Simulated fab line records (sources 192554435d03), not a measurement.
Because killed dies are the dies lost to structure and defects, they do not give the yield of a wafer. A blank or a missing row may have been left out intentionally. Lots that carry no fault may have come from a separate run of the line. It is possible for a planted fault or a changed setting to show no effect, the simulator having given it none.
The same fault as seen by 2 desks :: flow n5 finfet :: what lay behind the numbers comes last; until then each desk has only its own

== DESK OF THE TOOL OWNER: rie diel-04 ==
The tool's own readings at N5_BEOL_M1_VIA_ETCH_34 (etches the open film in C4F6/O2, target depth 67.8 nm, time 64.4 s): means of the sampled wafers that have a number, for each lot that ran on this tool. If a lot's mean is further than 4 standard deviations from the usual mean, the lot is out of limits and carries the mark OUT (the distance appears in the brackets).
Columns: A = drypump motor current A at N5_BEOL_M1_VIA_ETCH_34, usual 5.9 A; B = oes_f_703_au at N5_BEOL_M1_VIA_ETCH_34, usual 0.78 a.u.; C = oes product au at N5_BEOL_M1_VIA_ETCH_34, usual 0.78 a.u.; D = rf vpp V at N5_BEOL_M1_VIA_ETCH_34, usual 665 V; E = run length s at N5_BEOL_M1_VIA_ETCH_34, usual 87.4 s; F = showerhead plenum p Torr at N5_BEOL_M1_VIA_ETCH_34, usual 2.84 Torr; G = throttle valve pct at N5_BEOL_M1_VIA_ETCH_34, usual 30.89 %
lot: L843
first seen here: day 7 23:37
A: 6.0
B: 0.75
C: 0.73
D: 674
E: 87.0
F: 2.76
G: 30.91

lot: L838
first seen here: day 8 00:30
A: 5.7
B: 0.75
C: 0.73
D: 656
E: 87.4
F: 2.85
G: 31.03

lot: L844
first seen here: day 8 04:30
A: 5.7
B: 0.74
C: 0.73
D: 656
E: 87.7
F: 2.85
G: 31.03

lot: L851
first seen here: day 9 23:02
A: 5.5
B: 0.79
C: 0.78
D: 660
E: 76.4 (-24) OUT
F: 2.87
G: 30.89

lot: L854
first seen here: day 10 09:40
A: 6.0
B: 0.67
C: 0.67
D: 665
E: 79.2 (-18) OUT
F: 2.74
G: 31.12
This desk finds L851, L854 out of limits, L851 being first, at day 9 23:02 (run length s at N5_BEOL_M1_VIA_ETCH_34). Within limits: L843, L838, L844.

== THE METROLOGY DESK ==
Lot by lot, what the gauges showed, no matter which tool ran the lot: averages of those sampled wafers that carry a number. If a lot's mean is further than 4 standard deviations from the usual mean, the lot is out of limits and carries the mark OUT (the distance appears in the brackets). Readings shown: 7 of its 11, picked as those furthest out on some lot.
Columns: A = cd nm at N5_BEOL_M1_CD_MEAS_28, usual 23.95 nm; B = DIBL_N at N5_BEOL_M4_RC_MEAS_101, usual 37.1 mV/V; C = IOFF_N at N5_BEOL_M4_RC_MEAS_101, usual 0.17 nA/um; D = ION_N at N5_BEOL_M4_RC_MEAS_101, usual 680 uA/um; E = SS_N at N5_BEOL_M4_RC_MEAS_101, usual 71.7 mV/dec; F = SS_P at N5_BEOL_M4_RC_MEAS_101, usual 73.6 mV/dec; G = VT_N at N5_BEOL_M4_RC_MEAS_101, usual 248.9 mV
lot: L843
first seen here: day 7 09:55
A: 23.86
B: 38.1
C: 0.19
D: 691
E: 71.9
F: 74.1
G: 246.3

lot: L838
first seen here: day 7 10:05
A: 23.96
B: 38.5
C: 0.19
D: 687
E: 71.9
F: 73.4
G: 247.8

lot: L844
first seen here: day 7 15:27
A: 23.80
B: 37.8
C: 0.17
D: 676
E: 72.0
F: 73.7
G: 250.7

lot: L851
first seen here: day 9 16:37
A: 23.98
B: 38.0
C: 0.17
D: 678
E: 71.0
F: 73.9
G: 249.2

lot: L854
first seen here: day 10 01:14
A: 23.58
B: 38.4
C: 0.19
D: 686
E: 72.2
F: 73.6
G: 246.1

lot: L857
first seen here: day 11 03:03
A: 23.78
B: 39.0
C: 0.22
D: 694
E: 72.1
F: 74.4
G: 244.6

lot: L858
first seen here: day 11 06:51
A: 23.99
B: 36.4
C: 0.16
D: 672
E: 71.9
F: 72.9
G: 251.0

lot: L859
first seen here: day 11 16:11
A: 23.84
B: 37.7
C: 0.18
D: 680
E: 71.9
F: 73.6
G: 246.8

lot: L860
first seen here: day 12 00:00
A: 24.14
B: 39.2
C: 0.18
D: 674
E: 72.1
F: 74.1
G: 249.3
This desk found nothing out of limits on any of the 9 lots.

== ALL TOGETHER ==
An alarm could have come from the tool owner's desk at day 9 23:02, on L851, L854.
The metrology desk saw nothing out of limits.
The metrology desk has L851, L854 on record, within its limits.
All the named lots went through N5_BEOL_M1_VIA_ETCH_34 on rie diel-04.

== WHAT HAD BEEN PUT IN BY THE SIMULATOR ==
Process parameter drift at N5_BEOL_M1_VIA_ETCH_34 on rie diel-04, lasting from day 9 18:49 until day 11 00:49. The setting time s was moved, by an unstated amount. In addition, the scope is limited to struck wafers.
Lots struck among those shown: L851, L854.
Hours from the fault's start to each desk's first reading out of limits: the tool owner's desk, 4.
